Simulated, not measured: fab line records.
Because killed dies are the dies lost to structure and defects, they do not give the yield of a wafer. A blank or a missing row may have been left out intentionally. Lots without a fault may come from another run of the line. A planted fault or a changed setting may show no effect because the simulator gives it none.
Chamber matching || flow nand-harc || pecvd-02 running NHARC_P_M2_DEP_33: 3 sister chambers
The step deposits SiCN, target thk 30 nm. 6 wafers are shown with their chamber, then 8 later ones without.

WAFERS PAIRED WITH THEIR CHAMBERS
{"wafer": "L089.4", "chamber": 2, "heater-power-w (W)": 541, "rf-fwd-power-W (W)": 449.4}
{"wafer": "L089.5", "chamber": 1, "heater-power-w (W)": 595, "rf-fwd-power-W (W)": 450.5}
{"wafer": "L090.1", "chamber": 0, "heater-power-w (W)": 586, "rf-fwd-power-W (W)": 449.6}
{"wafer": "L090.5", "chamber": 1, "heater-power-w (W)": 624, "rf-fwd-power-W (W)": 449.3}
{"wafer": "L090.6", "chamber": 2, "heater-power-w (W)": 547, "rf-fwd-power-W (W)": 450.2}
{"wafer": "L092.1", "chamber": 0, "heater-power-w (W)": 568, "rf-fwd-power-W (W)": 447.9}

WAFERS MISSING THEIR CHAMBER
{"wafer": "L092.3", "heater-power-w (W)": 467, "rf-fwd-power-W (W)": 451.2}
{"wafer": "L092.5", "heater-power-w (W)": 475, "rf-fwd-power-W (W)": 448.6}
{"wafer": "L093.2", "heater-power-w (W)": 625, "rf-fwd-power-W (W)": 449.2}
{"wafer": "L093.3", "heater-power-w (W)": 591, "rf-fwd-power-W (W)": 449.8}
{"wafer": "L093.6", "heater-power-w (W)": 642, "rf-fwd-power-W (W)": 447.9}
{"wafer": "L094.2", "heater-power-w (W)": 521, "rf-fwd-power-W (W)": 451.0}
{"wafer": "L094.4", "heater-power-w (W)": 490, "rf-fwd-power-W (W)": 447.2}
{"wafer": "L094.5", "heater-power-w (W)": 585, "rf-fwd-power-W (W)": 448.5}

WHICH CHAMBER EACH ONE RAN IN
{"wafer": "L092.3", "from the rows above": 2, "in truth": 2}
{"wafer": "L092.5", "from the rows above": 2, "in truth": 2}
{"wafer": "L093.2", "from the rows above": 1, "in truth": 1}
{"wafer": "L093.3", "from the rows above": "can't be placed: 1 or 0", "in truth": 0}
{"wafer": "L093.6", "from the rows above": "can't be placed: 1 or 0", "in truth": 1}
{"wafer": "L094.2", "from the rows above": 2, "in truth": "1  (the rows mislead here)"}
{"wafer": "L094.4", "from the rows above": "can't be placed: 2 or 0", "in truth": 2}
{"wafer": "L094.5", "from the rows above": "can't be placed: 0 or 1", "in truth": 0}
Placed correctly: 3 of 8. Not placeable from these rows: 4 (in 4, the candidates include the true chamber). Number placed wrongly: 1.
How it was worked out, from the rows above alone: a wafer's distance from a chamber is the root of the sum, over the readings, of the square of ((its reading less the chamber's mean) divided by the reading's scatter). If the next closest chamber is less than 2 further off than the closest, the wafer can't be placed; otherwise it belongs to the closest. A chamber's mean is the mean of its shown wafers. The scatter is the square root of a quotient: the sum, over the shown wafers, of each reading's squared deviation from its chamber's mean, divided by wafers minus chambers.
